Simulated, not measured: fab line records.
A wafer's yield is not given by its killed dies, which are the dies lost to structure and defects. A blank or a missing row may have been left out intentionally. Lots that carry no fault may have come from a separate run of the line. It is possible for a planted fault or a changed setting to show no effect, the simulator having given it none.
fab line records | flow n5_finfet
record: lots: 7 wafers: 21 last_day: 16
route steps=1938 shown WELL_APT@36 BEOL_M4@1111 PASSIVATION@1936
lots that met no fault: taken from a fault-free run of the same line
start_h: start of the lot's first displayed wafer, in hours after the record's first day | wait_h: how many hours have passed since the lot's step before this one | " the same as in the row above | L1.1+2: a single row standing in for several wafers | - either no value or no given start | * or withheld: withheld | < > ~ a bound
route shown NAME@n: a module of which the file shows steps, and the number in the route of the first | usual: the fault-free wafers' mean and standard deviation | same: alike in all rows | chamber/n: place in a boat | sites: each site's reading | _std_site: how widely they spread, as a standard deviation | _edge_site: inner sites' mean taken away from outer sites' mean | radius_mm: how far each site lies from the wafer's centre | mask NAME#n: copy n | behind: the last tool/chamber to shape the wafer | hold: why the lot was held/for how many hours/how that ended | device: which transistor (n, p or np) failed to switch | end of line: the tests these same wafers got at the end of their route | a step with no rows: only its recipe | killed: count of dies lost to structure and defects at first sort (not the wafer's yield) | map: a wafer's dies, marking killed ones x, the rest . and places with no die _
set.NAME: the setting that was run; set.NAME@STEP: the one run at that earlier step | model.NAME: the simulator's own value behind a step, which no gauge read
lots seen at some steps along the route; tables by step, rows by wafer
services: the hour from which a tool's chamber was out of use, counted from the record's first day as start_h (under 0 if before that day), plus the number of hours and why
== steps ==
step: N5_WELL_APT_COAT_19
recipe: spin_rpm: 1357 resist_thk_nm: 950
step: N5_WELL_APT_EBR_21
recipe: solvent: PGMEA ebr_width_mm: 1.5
step: N5_WELL_APT_SOFTBAKE_20
recipe: temp_c: 130 time_s: 60
step: N5_WELL_APT_EXPOSE_22
recipe: mask_id: PWELL na: 0.8 source_shape: conventional sigma_outer: 0.8 polarization: unpolarized defocus_nm: 0 target_cd_nm: 200 dose_mj: 23.2
step: N5_WELL_APT_PEB_23
recipe: peb_temp_c: 130 peb_time_s: 90
step: N5_WELL_APT_DEVELOP_24
recipe: develop_time_s: 45 rinse_liquid: surfactant_rinse dry: air_spin dev_temp_c: 21
step: N5_WELL_APT_HARDBAKE_29
recipe: temp_c: 130 time_s: 120
step: N5_WELL_APT_CD_MEAS_25
recipe: target_cd_nm: 200 landing_energy_ev: 500 detector: se_inlens
usual: cd_nm: 199.1/2.2
columns lot.wafer tool chamber start_h wait_h cd_nm
L691.1 cd_sem-03 0 15.39 - 200.7
L691.2 " 0 " " 202.4
L691.4 " 0 " " 202.6
L692.1 cd_sem-02 0 20.82 - 197.7
L692.2 " 0 " " 196.7
L692.5 " 0 " " 198.0
L694.1 cd_sem-01 0 32.83 - 196.9
L694.3 " 0 " " 196.1
L694.4 " 0 " " 195.3
L704.1 cd_sem-02 0 92.82 - 201.0
L704.2 " 0 " " 203.8
L704.6 " 0 " " 200.8
L707.1 cd_sem-01 0 111.04 - 202.9
L707.3 " 0 " " 197.7
L707.4 " 0 " " 199.4
L710.1 cd_sem-03 0 128.80 - 197.8
L710.3 " 0 " " 198.7
L710.6 " 0 " " 200.2
L711.4 cd_sem-02 0 135.03 - 201.0
L711.5 " 0 " " 201.3
L711.6 " 0 " " 198.3
step: N5_WELL_APT_OVL_MEAS_26
recipe: points_per_wafer: 44
usual: PWELL_OVL: 0/5.7
columns lot.wafer tool chamber start_h wait_h PWELL_OVL[nm]
L691.1 overlay-02 0 15.42 0.0 15
L691.2 " 0 " " -2
L691.4 " 0 " " 2
L692.1 overlay-01 0 20.85 0.0 1
L692.2 " 0 " " 9
L692.5 " 0 " " 3
L694.1 overlay-02 0 32.86 0.0 -3
L694.3 " 0 " " 6
L694.4 " 0 " " -1
L704.1 overlay-02 0 92.85 0.0 -7
L704.2 " 0 " " -7
L704.6 " 0 " " -12
L707.1 overlay-02 0 111.07 0.0 -1
L707.3 " 0 " " 1
L707.4 " 0 " " -3
L710.1 overlay-02 0 128.83 0.0 1
L710.3 " 0 " " 1
L710.6 " 0 " " 1
L711.4 overlay-02 0 135.05 0.0 -3
L711.5 " 0 " " -5
L711.6 " 0 " " -10
step: N5_WELL_APT_INSPECT_27
recipe: mode: adi inspect_instrument: macro
usual: raw_defect_count: 1.9/1.4
columns lot.wafer tool chamber start_h wait_h raw_defect_count
L691.1 defect_inspect-01 - 15.44 0.0 0
L691.2 " - " " 3
L691.4 " - " " 2
L692.1 defect_inspect-01 - 20.88 0.0 2
L692.2 " - " " 3
L692.5 " - " " 2
L694.1 defect_inspect-01 - 32.88 0.0 0
L694.3 " - " " 4
L694.4 " - " " 1
L704.1 defect_inspect-02 - 92.88 0.0 2
L704.2 " - " " 1
L704.6 " - " " 4
L707.1 defect_inspect-02 - 111.09 0.0 3
L707.3 " - " " 2
L707.4 " - " " 0
L710.1 defect_inspect-01 - 128.86 0.0 2
L710.3 " - " " 1
L710.6 " - " " 4
L711.4 defect_inspect-02 - 135.08 0.0 2
L711.5 " - " " 2
L711.6 " - " " 2
step: N5_WELL_APT_DESCUM_30
recipe: chemistry: O2 time_s: 7.9 source_power_w: 50 bias_power_w: 20 pressure_mtorr: 20 rf_frequency_hz: 2.712e+07 temp_c: 40 o2_flow_sccm: 225
usual: drypump_motor_current_A: 5.8/0.5 oes_product_au: 0.80/0.069 rf_fwd_power_W: 49.60/0.17 rf_vpp_V: 243.9/1.1 showerhead_plenum_p_Torr: 2.14/0.049 throttle_valve_pct: 20.49/0.26
columns lot.wafer tool chamber start_h wait_h drypump_motor_current_A oes_product_au rf_fwd_power_W rf_hours_counter_h rf_vpp_V showerhead_plenum_p_Torr throttle_valve_pct
L691.1 rie_diel-02 3 15.48 0.0 5.9 0.81 49.34 69 245.0 2.12 20.66
L691.2 " 2 " " 5.1 0.76 49.68 138 243.4 2.11 20.90
L691.4 " 0 " " 6.5 0.97 49.48 6 245.7 2.22 20.27
L692.1 rie_diel-02 3 20.97 0.1 5.8 0.80 49.36 72 244.2 2.12 20.67
L692.2 " 0 " " 6.5 0.97 49.61 8 245.1 2.22 20.27
L692.5 " 3 " " 5.9 0.82 49.41 - 243.7 2.12 20.68
L694.1 rie_diel-05 2 32.92 0.0 4.9 0.79 49.64 136 244.2 2.19 20.09
L694.3 " 1 " " 6.2 0.90 49.75 31 244.2 2.14 20.54
L694.4 " 0 " " 5.5 0.85 49.48 66 243.8 2.13 20.62
L704.1 rie_diel-02 0 92.91 0.0 6.6 0.89 49.77 31 244.9 2.21 20.30
L704.2 " 3 " " 5.9 0.78 49.34 96 243.8 2.11 20.70
L704.6 " 2 " " 5.1 0.74 49.54 - 242.8 2.10 20.93
L707.1 rie_diel-05 2 111.22 0.1 4.9 0.75 49.72 162 244.9 2.18 20.13
L707.3 " 1 " " 6.2 0.87 49.50 58 243.7 2.13 20.58
L707.4 " 0 " " 5.5 0.82 49.62 93 245.0 2.12 20.66
L710.1 rie_diel-02 0 128.89 0.0 6.5 0.88 49.54 41 244.0 2.21 20.32
L710.3 " 2 " " 5.1 0.72 49.88 176 241.7 2.10 20.95
L710.6 " 0 " " 6.5 0.88 49.73 - 244.7 2.20 20.32
L711.4 rie_diel-05 0 135.19 0.1 5.5 0.81 49.64 101 241.4 2.12 20.68
L711.5 " 2 " " 4.9 0.75 49.47 - 245.2 2.18 20.14
L711.6 " 1 " " 6.2 0.87 49.77 - 242.3 2.13 20.59
step: N5_WELL_APT_IMPLANT_31
recipe: species: B energy_kev: 60 dose_cm2: 1.5e+13 tilt_deg: 0 rotation_deg: 0
step: N5_WELL_APT_IMPLANT_32
recipe: species: BF2 energy_kev: 50 dose_cm2: 2e+13 tilt_deg: 0 rotation_deg: 0
columns lot.wafer tool chamber start_h wait_h
L691.1+2+4 implanter-01 0 15.75 0.1
L692.1+2+5 implanter-01 0 21.25 0.1
L694.1+3+4 implanter-01 0 33.19 0.1
L704.1+2+6 implanter-01 0 93.19 0.1
L704.1+2+6 implanter-01 0 93.53 0.3
L707.1+3+4 implanter-02 0 111.50 0.1
L707.1+3+4 implanter-02 0 111.85 0.3
L710.1+3+6 implanter-02 0 129.17 0.1
L711.4+5+6 implanter-01 0 135.55 0.1
L711.4+5+6 implanter-01 0 135.90 0.3
step: N5_WELL_APT_STRIP_33
recipe: chemistry: SPM time_s: 900 temp_c: 130 h2so4_h2o2_vol_ratio: 4 dry: ipa_marangoni
step: N5_BEOL_M4_RC_MEAS_101
usual: DIBL_N: 35.9/1.6 DIBL_P: 35.6/2.1 IOFF_N: 0.149/0.029 IOFF_P: 0.20/0.033 ION_N: 671/11 ION_P: 460/7.3 SS_N: 71.4/0.62 SS_P: 73.2/0.65 VT_N: 251/3.1 VT_P: -251/3.4
columns lot.wafer tool chamber start_h wait_h DIBL_N[mV/V] DIBL_P[mV/V] IOFF_N[nA/um] IOFF_P[nA/um] ION_N[uA/um] ION_P[uA/um] SS_N[mV/dec] SS_P[mV/dec] VT_N[mV] VT_P[mV]
L691.1 prober-02 0 165.30 0.0 34.7 35.3 0.124 0.17 662 454 71.0 73.4 256 -254
L691.2 " 0 " " 34.8 35.0 0.120 0.16 652 450 70.7 73.1 255 -255
L691.4 " 0 " " 36.1 34.7 0.132 0.15 653 445 71.4 73.5 254 -258
L692.1 prober-01 0 166.03 0.0 36.9 37.0 0.170 0.22 681 467 71.7 73.9 251 -248
L692.2 " 0 " " 35.2 35.0 0.147 0.21 677 467 70.6 72.8 251 -248
L692.5 " 0 " " 36.6 36.8 0.169 0.23 672 463 71.1 73.4 250 -249
L694.1 prober-02 0 182.49 0.0 33.2 34.0 0.116 0.15 670 453 70.9 71.6 253 -258
L694.3 " 0 " " 34.1 33.9 0.121 0.14 673 455 70.6 72.2 254 -258
L694.4 " 0 " " 33.8 34.1 0.112 0.14 658 454 71.2 72.1 255 -260
L704.1 prober-01 0 246.60 0.0 33.3 31.6 0.112 0.17 660 459 70.8 72.4 251 -253
L704.2 " 0 " " 35.2 34.4 0.133 0.21 661 465 71.1 73.7 251 -249
L704.6 " 0 " " 32.8 31.5 0.101 0.16 663 457 70.6 72.6 254 -251
L710.1 prober-02 0 280.85 0.0 33.7 33.6 0.127 0.18 666 464 71.3 73.2 250 -250
L710.3 " 0 " " 37.2 35.9 0.165 0.21 666 459 71.4 73.1 251 -250
L710.6 " 0 " " 35.7 35.1 0.146 0.21 661 455 71.1 73.0 252 -250
L711.4 prober-01 0 283.83 0.5 34.6 33.9 0.115 0.19 657 459 72.1 73.0 255 -252
L711.5 " 0 " " 33.9 33.4 0.111 0.18 652 459 71.0 72.4 255 -251
L711.6 " 0 " " 34.7 34.5 0.123 0.21 668 470 71.3 72.9 253 -250
L707.1 prober-02 0 291.83 0.0 37.0 35.3 0.134 0.19 674 461 71.3 73.3 253 -252
L707.3 " 0 " " 37.3 36.3 0.148 0.20 672 455 71.8 74.0 250 -250
L707.4 " 0 " " 36.3 35.3 0.136 0.19 667 459 70.8 73.0 252 -251
step: N5_PASSIVATION_PROBE_49
usual: defect_limited_yield: 90.9/1.5 killed_at_M0_to_M3: 36/9.9 killed_at_M4_up: 13/4.5 killed_at_contacts: 13/6.4 killed_at_front_end: 42/12 killed_at_other: 3.4/3 killed_dies: 107/18 killed_open: 69/13 killed_short: 35/8.2 sort_bin_5_function: 5.3/1.1 sort_bin_6_memory: 3.4/0.69 sort_bin_8_speed: 0.00/0.0071 sort_n_pass: 1073/18 sort_yield_pct: 90.9/1.5
same: gross_dies: 1180 killed_at_back_side: 0 sort_bin_4_leakage[%]: 0
columns lot.wafer tool chamber start_h wait_h defect_limited_yield[%] killed_at_M0_to_M3 killed_at_M4_up killed_at_contacts killed_at_front_end killed_at_other killed_dies killed_open killed_short sort_bin_5_function[%] sort_bin_6_memory[%] sort_bin_8_speed[%] sort_n_pass sort_yield_pct[%]
L691.1 prober-02 - 258.60 0.0 90.1 39 10 24 42 2 117 84 29 6.0 3.8 0 1063 90.1
L691.2 prober-02 - 258.65 0.1 89.9 53 16 12 33 5 119 85 30 5.1 4.7 0 1061 89.9
L691.4 prober-02 - 258.75 0.2 90.1 42 11 18 42 4 117 81 34 5.6 3.7 0.08 1062 90.0
L692.1 prober-01 - 258.60 0.0 88.4 60 17 5 54 1 137 78 58 8.1 3.5 0 1043 88.4
L692.2 prober-01 - 258.65 0.1 89.6 58 6 15 43 1 123 82 40 6.4 3.5 0 1057 89.6
L692.5 prober-01 - 258.80 0.2 91.4 46 6 13 34 2 101 61 40 5.3 3.1 0 1079 91.4
L694.1 prober-01 - 284.83 0.0 89.3 38 17 12 58 1 126 81 42 5.8 4.6 0 1054 89.3
L694.3 prober-01 - 284.93 0.1 92.9 21 12 9 37 5 84 68 13 4.7 2.5 0 1096 92.9
L694.4 prober-01 - 284.98 0.2 92.1 22 19 11 39 2 93 55 30 4.5 2.5 0 1087 92.1
L704.1 prober-02 - 343.95 0.0 94.0 27 6 5 30 3 71 45 24 3.8 2.2 0 1109 94.0
L704.2 prober-02 - 344.00 0.1 94.4 18 11 8 26 3 66 48 16 2.5 2.8 0 1114 94.4
L704.6 prober-02 - 344.20 0.3 92.4 37 8 5 37 3 90 57 27 3.5 3.2 0 1090 92.4
L710.1 prober-01 - 376.81 0.8 87.9 50 17 9 64 3 143 95 44 7.0 4.6 0 1037 87.9
L710.3 prober-01 - 376.91 0.9 89.2 49 16 4 58 0 127 86 38 5.8 4.5 0 1053 89.2
L710.6 prober-01 - 377.06 1.0 89.1 32 18 15 62 2 129 81 45 6.7 3.6 0 1051 89.1
L707.1 prober-01 - 383.62 0.0 88.8 35 13 22 60 2 132 97 34 7.6 3.5 0 1048 88.8
L707.3 prober-01 - 383.72 0.1 90.2 32 5 26 47 6 116 77 38 6.4 3.2 0 1064 90.2
L707.4 prober-01 - 383.77 0.2 89.9 24 10 30 51 4 119 86 28 5.8 3.6 0 1061 89.9
L711.4 prober-02 - 386.86 0.2 91.2 46 7 11 31 9 104 65 36 5.1 3.6 0 1076 91.2
L711.5 prober-02 - 386.91 0.2 91.1 56 11 11 20 7 105 66 38 5.6 3.0 0 1075 91.1
L711.6 prober-02 - 386.96 0.3 90.4 44 14 19 34 2 113 81 30 5.8 3.6 0 1067 90.4
killed by level:class
L691.1 MOL_CONTACT_COAG:geometric_particle:open=20 STI_FIN_REVEAL:geometric_particle:open=16 BEOL_M0_SAQP:geometric_particle:short=7 BEOL_M2:geometric_particle:open=7 BEOL_M1:geometric_particle:open=6 BEOL_M0_SAQP:geometric_particle:open=5 BEOL_M3:geometric_particle:open=5 DUMMY_GATE:geometric_particle:open=4
L692.1 BEOL_M0_SAQP:geometric_particle:short=30 FIN_SAQP:geometric_particle:open=18 BEOL_M0_SAQP:geometric_particle:open=14 BEOL_M4:geometric_particle:open=13 FIN_SAQP:geometric_particle:short=10 STI_FIN_REVEAL:geometric_particle:open=7 BEOL_M1:geometric_particle:open=7 DUMMY_GATE:geometric_particle:open=5
L691.2 BEOL_M3:geometric_particle:open=15 MOL_CONTACT_COAG:geometric_particle:open=12 BEOL_M1:geometric_particle:open=8 BEOL_M5:geometric_particle:open=7 BEOL_M0_SAQP:geometric_particle:open=7 FIN_SAQP:geometric_particle:short=6 BEOL_M0_SAQP:geometric_particle:short=6 BEOL_M0:geometric_particle:open=6
L692.2 BEOL_M0_SAQP:geometric_particle:open=18 BEOL_M0_SAQP:geometric_particle:short=17 MOL_CONTACT_COAG:geometric_particle:open=14 BEOL_M2:geometric_particle:open=10 FIN_SAQP:geometric_particle:open=8 STI_FIN_REVEAL:geometric_particle:open=8 BEOL_M4:geometric_particle:open=5 FIN_SAQP:geometric_particle:short=4
L691.4 MOL_CONTACT_COAG:geometric_particle:open=15 STI_FIN_REVEAL:geometric_particle:open=10 FIN_SAQP:geometric_particle:open=8 BEOL_M2:geometric_particle:open=8 BEOL_M0_SAQP:geometric_particle:open=7 BEOL_M1:geometric_particle:open=6 BEOL_M0_SAQP:geometric_particle:short=5 BEOL_M1:geometric_particle:short=5
L692.5 BEOL_M0_SAQP:geometric_particle:short=21 BEOL_M0_SAQP:geometric_particle:open=17 MOL_CONTACT_COAG:geometric_particle:open=12 DUMMY_GATE:geometric_particle:open=9 FIN_SAQP:geometric_particle:short=7 FIN_SAQP:geometric_particle:open=5 GATE_CUT:geometric_particle:short=4 BEOL_M1:geometric_particle:open=3
L694.1 FIN_SAQP:geometric_particle:short=16 MOL_CONTACT_COAG:geometric_particle:open=10 BEOL_M0_SAQP:geometric_particle:open=10 BEOL_M4:geometric_particle:open=10 BEOL_M3:geometric_particle:open=9 DUMMY_GATE:geometric_particle:open=8 BEOL_M0_SAQP:geometric_particle:short=8 FIN_SAQP:geometric_particle:open=6
L694.3 FIN_SAQP:geometric_particle:open=12 MOL_CONTACT_COAG:geometric_particle:open=9 STI_FIN_REVEAL:geometric_particle:open=8 BEOL_M1:geometric_particle:open=7 BEOL_M2:geometric_particle:open=6 BEOL_M0_SAQP:geometric_particle:open=4 FIN_SAQP:geometric_particle:short=3 DUMMY_GATE:geometric_particle:open=3
L694.4 MOL_CONTACT_COAG:geometric_particle:open=9 HKMG_FIN:area_etch=8 STI_FIN_REVEAL:geometric_particle:open=7 BEOL_M0_SAQP:geometric_particle:short=7 BEOL_M4:geometric_particle:open=6 BEOL_M5:geometric_particle:open=6 DUMMY_GATE:geometric_particle:open=5 BEOL_M3:geometric_particle:open=5
L704.1 BEOL_M3:geometric_particle:open=13 STI_FIN_REVEAL:geometric_particle:open=8 GATE_CUT:geometric_particle:short=6 FIN_SAQP:geometric_particle:open=5 BEOL_M0_SAQP:geometric_particle:short=4 STARTING-WAFER:geometric_particle:short=4 MOL_CONTACT_COAG:geometric_particle:open=3 BEOL_M2:geometric_particle:open=3
L704.2 FIN_SAQP:geometric_particle:open=6 BEOL_M0_SAQP:geometric_particle:open=6 STI_FIN_REVEAL:geometric_particle:open=5 MOL_CONTACT_COAG:geometric_particle:open=5 BEOL_M0:geometric_particle:open=4 BEOL_M4:geometric_particle:open=4 GATE_CUT:geometric_particle:open=3 BEOL_M1:geometric_particle:open=3
L704.6 BEOL_M0_SAQP:geometric_particle:open=8 BEOL_M2:geometric_particle:open=7 STI_FIN_REVEAL:geometric_particle:open=6 GATE_CUT:geometric_particle:short=6 BEOL_M1:geometric_particle:open=6 BEOL_M0_SAQP:geometric_particle:short=6 BEOL_M3:geometric_particle:open=5 HKMG_FIN:area_etch=5
L710.1 FIN_SAQP:geometric_particle:open=20 GATE_CUT:geometric_particle:short=15 STI_FIN_REVEAL:geometric_particle:open=13 BEOL_M2:geometric_particle:open=11 BEOL_M1:geometric_particle:open=8 BEOL_M4:geometric_particle:open=8 BEOL_M3:geometric_particle:open=8 BEOL_M0:geometric_particle:open=7
L710.3 STI_FIN_REVEAL:geometric_particle:open=18 BEOL_M3:geometric_particle:open=15 BEOL_M2:geometric_particle:open=11 FIN_SAQP:geometric_particle:open=8 GATE_CUT:geometric_particle:short=7 BEOL_M4:geometric_particle:open=7 FIN_SAQP:geometric_particle:short=6 STARTING-WAFER:geometric_particle:open=5
L710.6 FIN_SAQP:geometric_particle:open=17 MOL_CONTACT_COAG:geometric_particle:open=11 BEOL_M5:geometric_particle:open=9 FIN_SAQP:geometric_particle:short=8 DUMMY_GATE:geometric_particle:open=7 STI_FIN_REVEAL:geometric_particle:open=5 GATE_CUT:geometric_particle:short=5 BEOL_M2:geometric_particle:open=5
L707.1 FIN_SAQP:geometric_particle:open=30 MOL_CONTACT_COAG:geometric_particle:open=17 BEOL_M0_SAQP:geometric_particle:short=9 BEOL_M3:geometric_particle:open=6 BEOL_M1:geometric_particle:open=6 BEOL_M4:geometric_particle:open=5 MOL_CONTACT_COAG:geometric_particle:short=5 BEOL_M0_SAQP:geometric_particle:open=5
L707.3 MOL_CONTACT_COAG:geometric_particle:open=22 FIN_SAQP:geometric_particle:open=15 FIN_SAQP:geometric_particle:short=14 STI_FIN_REVEAL:geometric_particle:open=10 BEOL_M2:geometric_particle:open=9 BEOL_M0_SAQP:geometric_particle:short=9 BEOL_M1:geometric_particle:open=6 BEOL_M0_SAQP:geometric_particle:open=5
L707.4 MOL_CONTACT_COAG:geometric_particle:open=26 FIN_SAQP:geometric_particle:short=10 FIN_SAQP:geometric_particle:open=9 STI_FIN_REVEAL:geometric_particle:open=9 BEOL_M3:geometric_particle:open=9 BEOL_M4:geometric_particle:open=5 STARTING-WAFER:geometric_particle:open=5 GATE_CUT:geometric_particle:open=4
L711.4 BEOL_M0_SAQP:geometric_particle:short=14 MOL_CONTACT_COAG:geometric_particle:open=9 FIN_SAQP:geometric_particle:open=8 BEOL_M0:geometric_particle:open=7 BEOL_M1:geometric_particle:open=7 FIN_SAQP:geometric_particle:short=6 BEOL_M0_SAQP:geometric_particle:open=4 BEOL_M2:geometric_particle:open=4
L711.5 BEOL_M0_SAQP:geometric_particle:short=14 MOL_CONTACT_COAG:geometric_particle:open=11 BEOL_M2:geometric_particle:open=11 BEOL_M3:geometric_particle:open=10 BEOL_M0_SAQP:geometric_particle:open=6 FIN_SAQP:geometric_particle:open=5 BEOL_M3:geometric_particle:short=5 BEOL_M1:geometric_particle:open=3
L711.6 MOL_CONTACT_COAG:geometric_particle:open=15 BEOL_M2:geometric_particle:open=12 FIN_SAQP:geometric_particle:open=11 BEOL_M0_SAQP:geometric_particle:short=7 BEOL_M3:geometric_particle:open=7 BEOL_M5:geometric_particle:open=5 FIN_SAQP:geometric_particle:short=5 BEOL_M0_SAQP:geometric_particle:open=5
== services ==
columns tool chamber start_h hours kind
implanter-02 - -2.25 4.3 pm
rie_diel-05 0 8.74 9.8 repair
implanter-01 - 23.51 6.3 repair
rie_diel-02 - 41.23 0.6 repair
rie_diel-02 0 64.99 3.1 repair
implanter-01 - 106.69 1.1 repair
== key ==
first_sign: step: N5_WELL_APT_IMPLANT_32 reading: visit direction: added
effect none on later readings
met_at N5_WELL_APT_IMPLANT_32
struck_wafers L704.1,L704.2,L704.6,L707.1,L707.3,L707.4,L711.4,L711.5,L711.6
loop_trim: step: N5_BEOL_M4_EXPOSE_08 setting: dose lots: L707
loop_trim: step: N5_BEOL_M4_EXPOSE_25 setting: dose lots: L707
fault: kind: repeated_step_whole tool: implanter-01,implanter-02 chamber: - onset_h: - steps: N5_WELL_APT_IMPLANT_32 times: 1 scope: struck_lots_only
loop_trim: a control loop set the setting to another value than it would have without faults
